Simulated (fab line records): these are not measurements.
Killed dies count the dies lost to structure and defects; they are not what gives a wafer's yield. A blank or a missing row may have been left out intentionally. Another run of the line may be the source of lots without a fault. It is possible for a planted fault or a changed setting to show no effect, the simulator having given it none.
Which of the tools did it? ; flow n5_finfet ; 24 lots with 72 wafers sampled at 6 steps, on a route of 1938 steps

== WHAT THE GAUGES SHOWED, per wafer ==
No reading from a measuring or inspecting step in the record can be judged against a usual standard deviation.

== TOOL THAT RAN EACH LOT (tool first, then ch and the chambers of the sampled wafers, then the start) ==
lot;N5_BEOL_M5_VIA_ETCH_34;N5_BEOL_M5_ANNEAL_49;N5_BEOL_M5_ANNEAL_89;N5_BEOL_M5_ANNEAL_51;N5_BEOL_M5_CMP_52;N5_BEOL_M5_DEP_56
L074;rie_diel-06 ch 0,2,3, day 7 21:04;pvd_sputter-02, day 7 23:38;pvd_sputter-02, day 8 02:53;rtp_anneal-02 ch 0, day 8 04:09;cmp-01 ch 1,2,3, day 8 04:25;pecvd-03 ch 0,1, day 8 04:54
L076;rie_diel-06 ch 2,3, day 8 02:53;pvd_sputter-03, day 8 05:16;pvd_sputter-03, day 8 08:31;rtp_anneal-02 ch 0, day 8 09:49;cmp-01 ch 0,2,3, day 8 10:04;pecvd-01 ch 1,2, day 8 10:35
L075;rie_diel-06 ch 0,2,3, day 8 12:09;pvd_sputter-03, day 8 15:05;pvd_sputter-03, day 8 18:21;rtp_anneal-02 ch 0, day 8 19:41;cmp-04 ch 1,2, day 8 19:57;pecvd-01 ch 0,1,2, day 8 20:35
L077;rie_diel-05 ch 0,1, day 9 03:56;pvd_sputter-03, day 9 05:32;pvd_sputter-03, day 9 08:47;rtp_anneal-01 ch 0, day 9 10:08;cmp-01 ch 2,3, day 9 10:20;pecvd-01 ch 0,1,2, day 9 10:48
L078;rie_diel-03 ch 0,1,3, day 9 14:16;pvd_sputter-02, day 9 15:49;pvd_sputter-02, day 9 19:04;rtp_anneal-02 ch 0, day 9 20:17;cmp-01 ch 0,1,3, day 9 20:37;pecvd-02 ch 0,1, day 9 21:04
L079;rie_diel-06 ch 1,2,3, day 9 22:56;pvd_sputter-03, day 10 01:22;pvd_sputter-03, day 10 04:38;rtp_anneal-02 ch 0, day 10 06:00;cmp-04 ch 1,2,3, day 10 06:23;pecvd-02 ch 0,1, day 10 06:46
L080;rie_diel-06 ch 1,3, day 10 05:07;pvd_sputter-03, day 10 06:56;pvd_sputter-03, day 10 10:12;rtp_anneal-01 ch 0, day 10 11:28;cmp-01 ch 0,1,3, day 10 11:47;pecvd-02 ch 0,1, day 10 12:13
L083;rie_diel-05 ch 0,2,3, day 10 13:47;pvd_sputter-02, day 10 17:24;pvd_sputter-02, day 10 20:40;rtp_anneal-02 ch 0, day 10 21:55;cmp-01 ch 0,2,3, day 10 22:13;pecvd-01 ch 1,2, day 10 22:40
L082;rie_diel-03 ch 2,3, day 11 00:02;pvd_sputter-03, day 11 02:55;pvd_sputter-03, day 11 06:11;rtp_anneal-01 ch 0, day 11 07:26;cmp-03 ch 1,2,3, day 11 07:43;pecvd-02 ch 0,1,2, day 11 08:10
L081;rie_diel-05 ch 0,1,2, day 11 01:38;pvd_sputter-02, day 11 03:15;pvd_sputter-02, day 11 06:31;rtp_anneal-02 ch 0, day 11 07:49;cmp-01 ch 0,1,3, day 11 08:07;pecvd-02 ch 0,1, day 11 08:31
L084;rie_diel-03 ch 0,1,2, day 11 10:12;pvd_sputter-01, day 11 13:28;pvd_sputter-01, day 11 16:44;rtp_anneal-01 ch 0, day 11 18:16;cmp-03 ch 0,2,3, day 11 18:31;pecvd-01 ch 0,1, day 11 19:01
L085;rie_diel-05 ch 1,2,3, day 11 20:59;pvd_sputter-01, day 12 00:23;pvd_sputter-01, day 12 03:38;rtp_anneal-02 ch 0, day 12 04:51;cmp-03 ch 0,1,3, day 12 05:17;pecvd-03 ch 0,1,2, day 12 05:46
L086;rie_diel-06 ch 0,3, day 12 03:15;pvd_sputter-01, day 12 05:06;pvd_sputter-01, day 12 08:22;rtp_anneal-01 ch 0, day 12 10:15;cmp-04 ch 1,2, day 12 10:27;pecvd-02 ch 0,1,2, day 12 10:57
L089;rie_diel-06 ch 0,1,3, day 12 07:44;pvd_sputter-02, day 12 09:44;pvd_sputter-02, day 12 13:00;rtp_anneal-02 ch 0, day 12 14:18;cmp-03 ch 0,3, day 12 14:33;pecvd-01 ch 0,2, day 12 15:00
L087;rie_diel-05 ch 0,3, day 12 12:03;pvd_sputter-03, day 12 13:46;pvd_sputter-03, day 12 17:01;rtp_anneal-02 ch 0, day 12 18:28;cmp-04 ch 0,1,3, day 12 18:43;pecvd-01 ch 0,2, day 12 19:12
L088;rie_diel-05 ch 1,2,3, day 12 16:10;pvd_sputter-02, day 12 18:13;pvd_sputter-02, day 12 21:29;rtp_anneal-01 ch 0, day 12 22:44;cmp-03 ch 0,2,3, day 12 23:02;pecvd-03 ch 0,1, day 12 23:29
L090;rie_diel-06 ch 0,1,3, day 12 21:01;pvd_sputter-02, day 12 22:39;pvd_sputter-02, day 13 01:55;rtp_anneal-02 ch 0, day 13 03:10;cmp-04 ch 0,1,2, day 13 03:25;pecvd-03 ch 0,1, day 13 03:55
L092;rie_diel-03 ch 0,3, day 13 00:14;pvd_sputter-03, day 13 02:05;pvd_sputter-03, day 13 05:21;rtp_anneal-01 ch 0, day 13 06:36;cmp-01 ch 0,2,3, day 13 06:58;pecvd-01 ch 0,1, day 13 07:20
L093;rie_diel-06 ch 0,2, day 13 03:21;pvd_sputter-01, day 13 05:27;pvd_sputter-01, day 13 08:43;rtp_anneal-01 ch 0, day 13 09:55;cmp-04 ch 0,2,3, day 13 10:17;pecvd-03 ch 0,1, day 13 10:43
L091;rie_diel-03 ch 0,3, day 13 09:14;pvd_sputter-03, day 13 10:55;pvd_sputter-03, day 13 14:10;rtp_anneal-02 ch 0, day 13 15:23;cmp-01 ch 0,1, day 13 15:43;pecvd-02 ch 0,1,2, day 13 16:23
L094;rie_diel-03 ch 1,2,3, day 13 21:47;pvd_sputter-03, day 13 23:38;pvd_sputter-03, day 14 02:53;rtp_anneal-01 ch 0, day 14 04:06;cmp-03 ch 0,2,3, day 14 04:24;pecvd-03 ch 0,1,2, day 14 04:53
L095;rie_diel-05 ch 0,2,3, day 14 01:23;pvd_sputter-01, day 14 02:57;pvd_sputter-01, day 14 06:13;rtp_anneal-01 ch 0, day 14 07:28;cmp-03 ch 2,3, day 14 07:44;pecvd-01 ch 0,1, day 14 08:13
L097;rie_diel-05 ch 1,2,3, day 14 15:18;pvd_sputter-03, day 14 17:05;pvd_sputter-03, day 14 20:20;rtp_anneal-01 ch 0, day 14 21:33;cmp-03 ch 0,2, day 14 21:50;pecvd-03 ch 1,2, day 14 22:28
L096;rie_diel-06 ch 1,2,3, day 14 23:49;pvd_sputter-02, day 15 01:49;pvd_sputter-02, day 15 05:04;rtp_anneal-01 ch 0, day 15 06:25;cmp-03 ch 2,3, day 15 06:37;pecvd-01 ch 0,1,2, day 15 07:08
- N5_BEOL_M5_VIA_ETCH_34: etches SiCOH lowk in C4F6/O2, target depth 88.3 nm, time 39.2 s.
- N5_BEOL_M5_ANNEAL_49: time 1800 s.
- N5_BEOL_M5_ANNEAL_89: time 1800 s.
- N5_BEOL_M5_ANNEAL_51: time 90 s.
- N5_BEOL_M5_CMP_52: polishes, stops on SiCOH lowk, t overpolish 6.9 s, target thk 62 nm.
- N5_BEOL_M5_DEP_56: deposits SiCN from 3MS/NH3, target thk 8 nm, time 14 s.

== WHAT THE TOOLS THEMSELVES READ (means of the sampled wafers that have a number; where no wafer has one, the mark that the record gives instead) ==
N5_BEOL_M5_VIA_ETCH_34. Usual: drypump_motor_current_A 5.5 A, standard deviation 0.39; oes_product_au 0.78 a.u., standard deviation 0.082; rf_vpp_V 665 V, standard deviation 7; showerhead_plenum_p_Torr 2.85 Torr, standard deviation 0.063; throttle_valve_pct 20.92 %, standard deviation 0.23.
lot;tool;drypump_motor_current_A (A);oes_product_au (a.u.);rf_vpp_V (V);showerhead_plenum_p_Torr (Torr);throttle_valve_pct (%);flag
L074;rie_diel-06;5.5;0.74;662;2.83;21.08;
L076;rie_diel-06;5.4;0.72;662;2.82;21.11;
L075;rie_diel-06;5.5;0.73;662;2.83;21.09;
L077;rie_diel-05;4.9;0.81;667;2.79;20.82;
L078;rie_diel-03;5.6;0.82;662;2.84;20.83;
L079;rie_diel-06;5.6;0.90;665;2.90;20.84;
L080;rie_diel-06;5.3;0.96;664;2.87;20.77;
L083;rie_diel-05;5.4;0.75;666;2.85;21.03;
L082;rie_diel-03;5.7;0.71;665;2.91;20.85;
L081;rie_diel-05;5.2;0.77;665;2.81;21.02;
L084;rie_diel-03;5.7;0.79;666;2.87;20.67;
L085;rie_diel-05;5.4;0.79;672;2.83;20.89;
L086;rie_diel-06;5.3;0.78;659;2.81;21.06;
L089;rie_diel-06;5.4;0.85;663;2.88;20.92;
L087;rie_diel-05;5.1;0.69;665;2.83;21.04;
L088;rie_diel-05;5.4;0.79;672;2.83;20.88;
L090;rie_diel-06;5.4;0.84;663;2.87;20.92;
L092;rie_diel-03;5.9;0.83;658;2.81;20.82;
L093;rie_diel-06;5.5;0.72;659;2.83;21.13;
L091;rie_diel-03;5.9;0.82;658;2.81;20.83;
L094;rie_diel-03;5.5;0.73;665;2.88;20.88;
L095;rie_diel-05;5.4;0.73;667;2.84;21.06;
L097;rie_diel-05;5.4;0.77;671;2.82;20.91;
L096;rie_diel-06;5.5;0.83;664;2.88;20.89;

N5_BEOL_M5_ANNEAL_49. Usual: heater_power_w reads 820 W (standard deviation 80).
lot;tool;heater_power_w (W);flag
L074;pvd_sputter-02;852;
L076;pvd_sputter-03;814;
L075;pvd_sputter-03;804;
L077;pvd_sputter-03;826;
L078;pvd_sputter-02;773;
L079;pvd_sputter-03;864;
L080;pvd_sputter-03;848;
L083;pvd_sputter-02;776;
L082;pvd_sputter-03;855;
L081;pvd_sputter-02;767;
L084;pvd_sputter-01;781;
L085;pvd_sputter-01;766;
L086;pvd_sputter-01;768;
L089;pvd_sputter-02;675;
L087;pvd_sputter-03;846;
L088;pvd_sputter-02;859;
L090;pvd_sputter-02;856;
L092;pvd_sputter-03;838;
L093;pvd_sputter-01;834;
L091;pvd_sputter-03;846;
L094;pvd_sputter-03;855;
L095;pvd_sputter-01;770;
L097;pvd_sputter-03;821;
L096;pvd_sputter-02;861;

N5_BEOL_M5_ANNEAL_89. Usual: heater_power_w reads 820 W (standard deviation 79).
lot;tool;heater_power_w (W);flag
L074;pvd_sputter-02;858;
L076;pvd_sputter-03;807;
L075;pvd_sputter-03;818;
L077;pvd_sputter-03;816;
L078;pvd_sputter-02;784;
L079;pvd_sputter-03;853;
L080;pvd_sputter-03;829;
L083;pvd_sputter-02;786;
L082;pvd_sputter-03;852;
L081;pvd_sputter-02;764;
L084;pvd_sputter-01;783;
L085;pvd_sputter-01;761;
L086;pvd_sputter-01;777;
L089;pvd_sputter-02;670;
L087;pvd_sputter-03;833;
L088;pvd_sputter-02;864;
L090;pvd_sputter-02;857;
L092;pvd_sputter-03;837;
L093;pvd_sputter-01;827;
L091;pvd_sputter-03;847;
L094;pvd_sputter-03;874;
L095;pvd_sputter-01;778;
L097;pvd_sputter-03;816;
L096;pvd_sputter-02;865;

N5_BEOL_M5_ANNEAL_51. Usual: wafer_temp_C_max reads 226.4 (standard deviation 0.39).
lot;tool;wafer_temp_C_max;flag
L074;rtp_anneal-02;226.9;
L076;rtp_anneal-02;226.6;
L075;rtp_anneal-02;226.7;
L077;rtp_anneal-01;226.2;
L078;rtp_anneal-02;226.8;
L079;rtp_anneal-02;226.9;
L080;rtp_anneal-01;226.1;
L083;rtp_anneal-02;226.6;
L082;rtp_anneal-01;226.0;
L081;rtp_anneal-02;226.5;
L084;rtp_anneal-01;225.8;
L085;rtp_anneal-02;226.7;
L086;rtp_anneal-01;226.0;
L089;rtp_anneal-02;226.9;
L087;rtp_anneal-02;226.6;
L088;rtp_anneal-01;226.3;
L090;rtp_anneal-02;226.3;
L092;rtp_anneal-01;226.1;
L093;rtp_anneal-01;226.1;
L091;rtp_anneal-02;226.7;
L094;rtp_anneal-01;226.4;
L095;rtp_anneal-01;226.0;
L097;rtp_anneal-01;226.0;
L096;rtp_anneal-01;226.6;

N5_BEOL_M5_CMP_52. Usual: barrier_field_endpoint_s 24.8 s, standard deviation 0.6; clearing_platen_down_force_psi 1.500 psi, standard deviation 0.0031; motor_current_A 6.1 A, standard deviation 0.57; overpolish_run_s 6.900 s, standard deviation 0.0096; time_to_endpoint_s 62 s, standard deviation 3.4.
lot;tool;barrier_field_endpoint_s (s);clearing_platen_down_force_psi (psi);motor_current_A (A);overpolish_run_s (s);time_to_endpoint_s (s);flag
L074;cmp-01;24.4;1.497;6.0;6.897;61;
L076;cmp-01;24.5;1.499;5.9;6.902;62;
L075;cmp-04;24.9;1.501;6.0;6.897;64;
L077;cmp-01;24.3;1.495;5.5;6.891;57;
L078;cmp-01;24.8;1.498;6.1;6.905;62;
L079;cmp-04;24.6;1.499;5.9;6.893;65;
L080;cmp-01;24.8;1.498;5.9;6.906;63;
L083;cmp-01;24.1;1.501;5.8;6.903;58;
L082;cmp-03;25.4;1.500;6.2;6.908;68;
L081;cmp-01;23.8;1.502;6.1;6.902;61;
L084;cmp-03;25.7;1.502;6.5;6.902;67;
L085;cmp-03;24.4;1.501;5.9;6.891;64;
L086;cmp-04;24.5;1.500;5.9;6.896;63;
L089;cmp-03;25.2;1.498;6.5;6.910;69;
L087;cmp-04;25.2;1.503;6.1;6.905;62;
L088;cmp-03;25.6;1.500;6.4;6.902;63;
L090;cmp-04;24.5;1.498;6.0;6.898;61;
L092;cmp-01;24.0;1.503;5.9;6.904;59;
L093;cmp-04;25.5;1.502;6.1;6.904;63;
L091;cmp-01;24.2;1.502;6.5;6.901;59;
L094;cmp-03;24.9;1.501;6.2;6.892;62;
L095;cmp-03;24.8;1.495;6.6;6.908;62;
L097;cmp-03;24.8;1.501;5.7;6.899;63;
L096;cmp-03;25.4;1.497;6.7;6.891;65;

N5_BEOL_M5_DEP_56. Usual: showerhead_plenum_p_Torr 3.660 Torr, standard deviation 0.0097; throttle_valve_pct 9.1 %, standard deviation 0.49.
lot;tool;showerhead_plenum_p_Torr (Torr);throttle_valve_pct (%);flag
L074;pecvd-03;3.665;9.8;
L076;pecvd-01;3.663;9.2;
L075;pecvd-01;3.663;8.9;
L077;pecvd-01;3.657;8.9;
L078;pecvd-02;3.666;9.1;
L079;pecvd-02;3.660;8.9;
L080;pecvd-02;3.658;9.2;
L083;pecvd-01;3.664;9.1;
L082;pecvd-02;3.656;9.1;
L081;pecvd-02;3.667;9.1;
L084;pecvd-01;3.653;8.7;
L085;pecvd-03;3.665;9.4;
L086;pecvd-02;3.651;8.8;
L089;pecvd-01;3.659;8.7;
L087;pecvd-01;3.652;8.6;
L088;pecvd-03;3.663;9.6;
L090;pecvd-03;3.660;9.6;
L092;pecvd-01;3.658;9.1;
L093;pecvd-03;3.664;9.7;
L091;pecvd-02;3.657;8.9;
L094;pecvd-03;3.664;9.4;
L095;pecvd-01;3.648;9.0;
L097;pecvd-03;3.669;9.2;
L096;pecvd-01;3.658;8.9;

== THE ANSWER, worked out from the rows above alone ==
Rule: lot off if the mean of its wafers having a number is beyond 3 standard deviations from the usual mean. A lot without any number at a reading at which 4 lots or more have one is off too. Any other lot the step has rows for is counted as sound. First the gauges in route order, then the tools' own readings, where a lot's mean is used as printed above. The first step at which some lot is off is used, and at that step the reading that is off furthest; a lot without a number counts as furthest.
Across all readings shown, no lot is off: no conclusion can be drawn from this.

== WHAT THE SIMULATOR HAD INSERTED ==
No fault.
